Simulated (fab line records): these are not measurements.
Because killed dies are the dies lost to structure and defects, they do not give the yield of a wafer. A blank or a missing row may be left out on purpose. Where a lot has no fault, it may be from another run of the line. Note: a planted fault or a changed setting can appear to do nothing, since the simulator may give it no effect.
Which tool did it? -- flow n5Finfet -- Sampling: 24 lots, 72 wafers, 6 of 1938 route steps

## WHAT EACH GAUGE READ, for each wafer
N5_HKMG_FIN_INSPECT_61: inspects for defects (macro). Usual: rawDefectCount 1.9, standard deviation 1.4.
lot,measured,on,rawDefectCount,flag
L074,day 3 22:19,defectInspect-02,3 0 2,
L075,day 4 05:40,defectInspect-02,0 3 0,
L076,day 4 09:41,defectInspect-01,3 1 3,
L077,day 4 18:11,defectInspect-02,6 3 5,
L078,day 4 21:40,defectInspect-01,1 1 5,
L079,day 5 06:31,defectInspect-02,3 0 2,
L080,day 5 15:01,defectInspect-02,1 1 3,
L081,day 5 18:38,defectInspect-01,1 3 2,
L082,day 6 08:04,defectInspect-01,2 1 3,
L083,day 6 13:25,defectInspect-01,1 4 3,
L084,day 6 17:43,defectInspect-01,3 1 1,
L085,day 6 18:08,defectInspect-01,2 2 2,
L086,day 7 02:39,defectInspect-02,1 2 1,
L088,day 7 09:53,defectInspect-01,3 0 2,
L087,day 7 11:52,defectInspect-01,2 1 1,
L089,day 7 18:34,defectInspect-02,1 0 1,
L090,day 8 10:11,defectInspect-02,1 1 3,
L091,day 8 11:42,defectInspect-02,3 2 5,
L092,day 8 15:09,defectInspect-02,2 0 3,
L094,day 9 02:35,defectInspect-02,3 0 0,
L093,day 9 03:13,defectInspect-01,2 4 1,
L095,day 9 09:05,defectInspect-01,1 2 1,
L096,day 9 13:06,defectInspect-02,3 2 3,
L097,day 9 21:32,defectInspect-01,1 0 0,

N5_HKMG_FIN_INSPECT_28: inspects for defects (darkfield). Usual: rawDefectCount 38, standard deviation 14.
lot,measured,on,rawDefectCount,flag
L074,day 4 06:22,defectInspect-02,20 34 60,
L075,day 4 13:32,defectInspect-02,44 35 36,
L076,day 4 17:30,defectInspect-01,28 27 38,
L077,day 5 02:23,defectInspect-02,64 65 28,
L078,day 5 05:50,defectInspect-01,23 68 51,
L079,day 5 14:38,defectInspect-01,33 25 24,
L080,day 5 23:02,defectInspect-01,30 65 46,
L081,day 6 02:26,defectInspect-01,29 18 23,
L082,day 6 16:06,defectInspect-02,37 30 48,
L083,day 6 21:49,defectInspect-01,21 27 33,
L084,day 7 01:41,defectInspect-02,25 56 18,
L085,day 7 02:06,defectInspect-01,40 49 36,
L086,day 7 10:58,defectInspect-01,58 73 33,
L088,day 7 18:12,defectInspect-01,40 44 30,
L087,day 7 20:15,defectInspect-02,33 27 29,
L089,day 8 07:42,defectInspect-01,41 47 42,
L090,day 8 17:58,defectInspect-02,45 29 42,
L091,day 8 19:56,defectInspect-01,26 23 29,
L092,day 8 23:16,defectInspect-02,34 56 22,
L094,day 9 10:32,defectInspect-02,36 32 32,
L093,day 9 11:11,defectInspect-02,53 62 69,
L095,day 9 17:12,defectInspect-02,36 33 48,
L096,day 9 21:44,defectInspect-01,60 37 42,
L097,day 10 05:52,defectInspect-01,35 24 23,

## TOOL THAT RAN EACH LOT (tool first, then ch and the chambers of the sampled wafers, then the start)
lot,N5_SDB_HM_DEP_00,N5_SDB_ETCH_25,N5_HKMG_FIN_ETCH_32,N5_HKMG_FIN_CMP_94
L074,"pecvd-02 ch 0,1,2, day 3 16:25","rieDiel-04 ch 0,1,2, day 3 17:29","rieDiel-05 ch 2,3, day 4 02:02","cmp-04 ch 0,2,3, day 4 06:10"
L075,"pecvd-02 ch 1,2, day 3 23:41","rieDiel-06 ch 0,2, day 4 00:42","rieDiel-06 ch 0,2,3, day 4 09:14","cmp-04 ch 0,2, day 4 13:18"
L076,"pecvd-03 ch 1,2, day 4 03:55","rieDiel-04 ch 0,3, day 4 04:51","rieDiel-06 ch 2,3, day 4 13:12","cmp-04 ch 1,2, day 4 17:16"
L077,"pecvd-01 ch 0,1, day 4 12:13","rieDiel-04 ch 0,1,2, day 4 13:19","rieDiel-05 ch 0,2,3, day 4 22:01","cmp-01 ch 0,1,2, day 5 02:09"
L078,"pecvd-03 ch 0,1, day 4 15:38","rieDiel-04 ch 0,1,2, day 4 16:35","rieDiel-06 ch 0,3, day 5 01:31","cmp-01 ch 0,1,3, day 5 05:40"
L079,"pecvd-02 ch 0,1,2, day 4 23:58","rieDiel-04 ch 1,2,3, day 5 01:27","rieDiel-04 ch 0,1,2, day 5 09:53","cmp-04 ch 0,2,3, day 5 14:25"
L080,"pecvd-02 ch 0,2, day 5 08:53","rieDiel-05 ch 0,1,2, day 5 10:13","rieDiel-05 ch 0,1,3, day 5 18:45","cmp-04 ch 0,1, day 5 22:48"
L081,"pecvd-02 ch 0,2, day 5 12:44","rieDiel-06 ch 1,2,3, day 5 13:48","rieDiel-05 ch 0,3, day 5 22:07","cmp-01 ch 1,2,3, day 6 02:16"
L082,"pecvd-02 ch 1,2, day 6 02:13","rieDiel-06 ch 1,2,3, day 6 03:17","rieDiel-06 ch 0,1, day 6 11:44","cmp-03 ch 0,1,3, day 6 15:56"
L083,"pecvd-03 ch 0,1, day 6 03:27","rieDiel-04 ch 0,1,3, day 6 05:01","rieDiel-06 ch 0,1,2, day 6 17:26","cmp-04 ch 0,1,3, day 6 21:37"
L084,"pecvd-03 ch 0,1,2, day 6 11:24","rieDiel-04 ch 0,1,3, day 6 12:48","rieDiel-04 ch 1,2,3, day 6 21:24","cmp-03 ch 1,2,3, day 7 01:28"
L085,"pecvd-02 ch 0,2, day 6 12:16","rieDiel-04 ch 0,1,3, day 6 13:12","rieDiel-05 ch 0,1,3, day 6 21:49","cmp-01 ch 1,2,3, day 7 01:54"
L086,"pecvd-01 ch 0,2, day 6 20:40","rieDiel-06 ch 1,2,3, day 6 21:43","rieDiel-05 ch 0,2,3, day 7 06:41","cmp-04 ch 0,1,3, day 7 10:48"
L088,"pecvd-01 ch 0,1,2, day 7 03:50","rieDiel-06 ch 0,1,3, day 7 04:53","rieDiel-04 ch 1,3, day 7 13:41","cmp-04 ch 0,1,2, day 7 18:02"
L087,"pecvd-03 ch 0,1,2, day 7 05:23","rieDiel-04 ch 0,1,2, day 7 06:40","rieDiel-06 ch 0,1, day 7 15:50","cmp-03 ch 1,2, day 7 20:02"
L089,"pecvd-02 ch 1,2, day 7 12:16","rieDiel-06 ch 1, day 7 13:33","rieDiel-05 ch 0,2,3, day 8 03:20","cmp-01 ch 0,2,3, day 8 07:30"
L090,"pecvd-01 ch 0,1,2, day 8 01:49","rieDiel-04 ch 1,2,3, day 8 04:41","rieDiel-05 ch 0,1,2, day 8 13:34","cmp-04 ch 0,2,3, day 8 17:44"
L091,"pecvd-03 ch 0,2, day 8 05:22","rieDiel-04 ch 0,2,3, day 8 06:19","rieDiel-06 ch 0,1,3, day 8 15:26","cmp-01 ch 0,1,3, day 8 19:42"
L092,"pecvd-01 ch 0,1,2, day 8 07:37","rieDiel-05 ch 0,2,3, day 8 09:47","rieDiel-04 ch 0,3, day 8 18:43","cmp-03 ch 1,2, day 8 23:02"
L094,"pecvd-02 ch 0,1,2, day 8 19:40","rieDiel-05 ch 0,1, day 8 21:37","rieDiel-04 ch 2,3, day 9 06:04","cmp-01 ch 0,3, day 9 10:20"
L093,"pecvd-03 ch 0,1, day 8 20:04","rieDiel-06 ch 0,1, day 8 21:49","rieDiel-04 ch 1,2,3, day 9 06:41","cmp-01 ch 1,3, day 9 10:59"
L095,"pecvd-01 ch 0,1,2, day 9 03:07","rieDiel-05 ch 0,2,3, day 9 04:11","rieDiel-04 ch 1,2, day 9 12:38","cmp-03 ch 1,2, day 9 16:58"
L096,"pecvd-03 ch 0,2, day 9 06:28","rieDiel-06 ch 0,3, day 9 07:37","rieDiel-04 ch 0,1,3, day 9 17:27","cmp-01 ch 2,3, day 9 21:31"
L097,"pecvd-02 ch 0,1, day 9 14:19","rieDiel-04 ch 2,3, day 9 15:46","rieDiel-05 ch 0,2,3, day 10 01:34","cmp-03 ch 0,1, day 10 05:37"
- N5_SDB_HM_DEP_00: deposits SiNx from SiH4/NH3/N2, target thk 40 nm, time 35.3 s.
- N5_SDB_ETCH_25: etches SiO2 in C4F6/O2, target depth 10 nm, time 3.3 s.
- N5_HKMG_FIN_ETCH_32: etches SOC in N2/H2, target depth 240 nm, time 300 s.
- N5_HKMG_FIN_CMP_94: polishes, stops on SiNx, t overpolish 4.7 s, target thk 43.299 nm.

## WHAT THE TOOLS THEMSELVES READ (means of the sampled wafers that have a number; where no wafer has one, the mark that the record gives instead)
N5_SDB_HM_DEP_00. Usual: heaterPowerOuterW 428 W, standard deviation 55; heaterPowerW 745 W, standard deviation 88; showerheadPlenumPTorr 5.11 Torr, standard deviation 0.039; throttleValvePct 38.6 %, standard deviation 2.3.
lot,tool,heaterPowerOuterW (W),heaterPowerW (W),showerheadPlenumPTorr (Torr),throttleValvePct (%),flag
L074,pecvd-02,417,749,5.08,37.7,
L075,pecvd-02,429,789,5.09,38.2,
L076,pecvd-03,419,721,5.09,40.3,
L077,pecvd-01,456,785,5.16,38.8,
L078,pecvd-03,401,686,5.10,41.7,
L079,pecvd-02,439,787,5.08,37.7,
L080,pecvd-02,422,713,5.07,37.3,
L081,pecvd-02,468,799,5.08,38.2,
L082,pecvd-02,464,834,5.09,38.6,
L083,pecvd-03,396,682,5.11,41.8,
L084,pecvd-03,453,758,5.11,39.3,
L085,pecvd-02,447,747,5.07,37.3,
L086,pecvd-01,364,627,5.18,37.9,
L088,pecvd-01,427,734,5.16,39.3,
L087,pecvd-03,427,739,5.12,39.2,
L089,pecvd-02,448,813,5.09,38.5,
L090,pecvd-01,421,715,5.15,39.4,
L091,pecvd-03,411,716,5.13,36.8,
L092,pecvd-01,425,731,5.16,39.4,
L094,pecvd-02,418,757,5.08,37.8,
L093,pecvd-03,415,711,5.11,41.9,
L095,pecvd-01,452,752,5.15,39.5,
L096,pecvd-03,424,739,5.13,36.8,
L097,pecvd-02,416,720,5.07,37.2,

N5_SDB_ETCH_25. Usual: drypumpMotorCurrentA 5.9 A, standard deviation 0.51; oesProductAu 0.80 a.u., standard deviation 0.081; rfVppV 669 V, standard deviation 13; showerheadPlenumPTorr 2.92 Torr, standard deviation 0.078; throttleValvePct 21.11 %, standard deviation 0.27.
lot,tool,drypumpMotorCurrentA (A),oesProductAu (a.u.),rfVppV (V),showerheadPlenumPTorr (Torr),throttleValvePct (%),flag
L074,rieDiel-04,5.7,0.84,663,2.92,21.17,
L075,rieDiel-06,6.0,0.72,680,2.87,21.29,
L076,rieDiel-04,5.9,0.89,667,2.86,20.98,
L077,rieDiel-04,5.7,0.83,662,2.92,21.18,
L078,rieDiel-04,5.7,0.82,663,2.92,21.18,
L079,rieDiel-04,6.1,0.81,664,2.94,20.97,
L080,rieDiel-05,5.8,0.86,670,2.93,21.08,
L081,rieDiel-06,5.8,0.78,664,2.93,21.09,
L082,rieDiel-06,5.8,0.77,663,2.93,21.09,
L083,rieDiel-04,5.7,0.81,663,2.87,21.05,
L084,rieDiel-04,5.7,0.80,663,2.87,21.06,
L085,rieDiel-04,5.7,0.81,664,2.87,21.06,
L086,rieDiel-06,5.8,0.77,663,2.92,21.10,
L088,rieDiel-06,6.0,0.78,677,2.97,21.19,
L087,rieDiel-04,5.7,0.80,663,2.91,21.21,
L089,rieDiel-06,6.5,0.87,655,3.01,21.09,
L090,rieDiel-04,6.1,0.78,664,2.93,21.01,
L091,rieDiel-04,5.9,0.84,665,2.89,21.14,
L092,rieDiel-05,5.8,0.81,667,2.90,20.77,
L094,rieDiel-05,6.1,0.83,663,2.99,21.08,
L093,rieDiel-06,6.4,0.76,688,2.97,21.37,
L095,rieDiel-05,5.8,0.80,667,2.89,20.77,
L096,rieDiel-06,5.5,0.73,683,2.94,21.19,
L097,rieDiel-04,6.3,0.82,667,2.90,20.97,

N5_HKMG_FIN_ETCH_32. Usual: drypumpMotorCurrentA 5.9 A, standard deviation 0.46; oesProductAu 0.80 a.u., standard deviation 0.081; rfVppV 526.0 V, standard deviation 2; showerheadPlenumPTorr 2.62 Torr, standard deviation 0.08; throttleValvePct 17.7 %, standard deviation 0.33.
lot,tool,drypumpMotorCurrentA (A),oesProductAu (a.u.),rfVppV (V),showerheadPlenumPTorr (Torr),throttleValvePct (%),flag
L074,rieDiel-05,5.7,0.79,524.6,2.57,17.3,
L075,rieDiel-06,5.7,0.74,526.1,2.60,17.9,
L076,rieDiel-06,5.6,0.71,525.0,2.54,17.7,
L077,rieDiel-05,5.8,0.86,526.3,2.59,17.3,
L078,rieDiel-06,5.9,0.76,525.9,2.66,18.0,
L079,rieDiel-04,5.7,0.82,525.6,2.61,17.8,
L080,rieDiel-05,6.0,0.82,526.9,2.65,17.6,
L081,rieDiel-05,6.1,0.86,528.0,2.66,17.3,
L082,rieDiel-06,6.5,0.85,528.1,2.68,17.8,
L083,rieDiel-06,6.2,0.77,525.7,2.60,17.8,
L084,rieDiel-04,6.1,0.79,525.6,2.65,17.8,
L085,rieDiel-05,5.9,0.80,527.7,2.65,17.6,
L086,rieDiel-05,5.8,0.83,525.6,2.58,17.4,
L088,rieDiel-04,6.0,0.74,525.9,2.62,17.8,
L087,rieDiel-06,6.4,0.83,527.3,2.67,17.8,
L089,rieDiel-05,5.8,0.82,525.7,2.58,17.4,
L090,rieDiel-05,5.8,0.83,525.0,2.60,17.7,
L091,rieDiel-06,5.9,0.78,526.0,2.66,17.9,
L092,rieDiel-04,5.4,0.86,523.0,2.50,17.7,
L094,rieDiel-04,6.3,0.82,525.4,2.63,17.8,
L093,rieDiel-04,6.1,0.77,525.6,2.64,17.8,
L095,rieDiel-04,6.0,0.71,526.5,2.65,17.9,
L096,rieDiel-04,5.7,0.79,524.5,2.55,17.8,
L097,rieDiel-05,5.8,0.79,525.7,2.58,17.4,

N5_HKMG_FIN_CMP_94. Usual: motorCurrentA 12.1 A, standard deviation 1.3.
lot,tool,motorCurrentA (A),flag
L074,cmp-04,12.0,
L075,cmp-04,11.8,
L076,cmp-04,12.8,
L077,cmp-01,11.7,
L078,cmp-01,11.6,
L079,cmp-04,11.4,
L080,cmp-04,13.5,
L081,cmp-01,11.7,
L082,cmp-03,13.2,
L083,cmp-04,12.9,
L084,cmp-03,13.2,
L085,cmp-01,11.4,
L086,cmp-04,13.2,
L088,cmp-04,12.2,
L087,cmp-03,14.1,
L089,cmp-01,11.8,
L090,cmp-04,11.7,
L091,cmp-01,11.3,
L092,cmp-03,13.8,
L094,cmp-01,11.2,
L093,cmp-01,10.7,
L095,cmp-03,12.9,
L096,cmp-01,12.1,
L097,cmp-03,13.2,

## THE ANSWER, worked out from the rows above alone
Rule: take the mean of a lot's wafers that have a number; if it is more than 3 standard deviations from the usual mean, the lot is off. A lot without any number at a reading at which 4 lots or more have one is off too. The other lots that the step has rows for count as sound. Order of review: gauges by route order, followed by the tools' own readings, for which a lot's mean as printed above is used. At the first step where some lot is off, the reading lying furthest off is the one used; lots without a number count as furthest.
None of the lots is off at any reading shown; this tells nothing.

## WHAT THE SIMULATOR PUT IN
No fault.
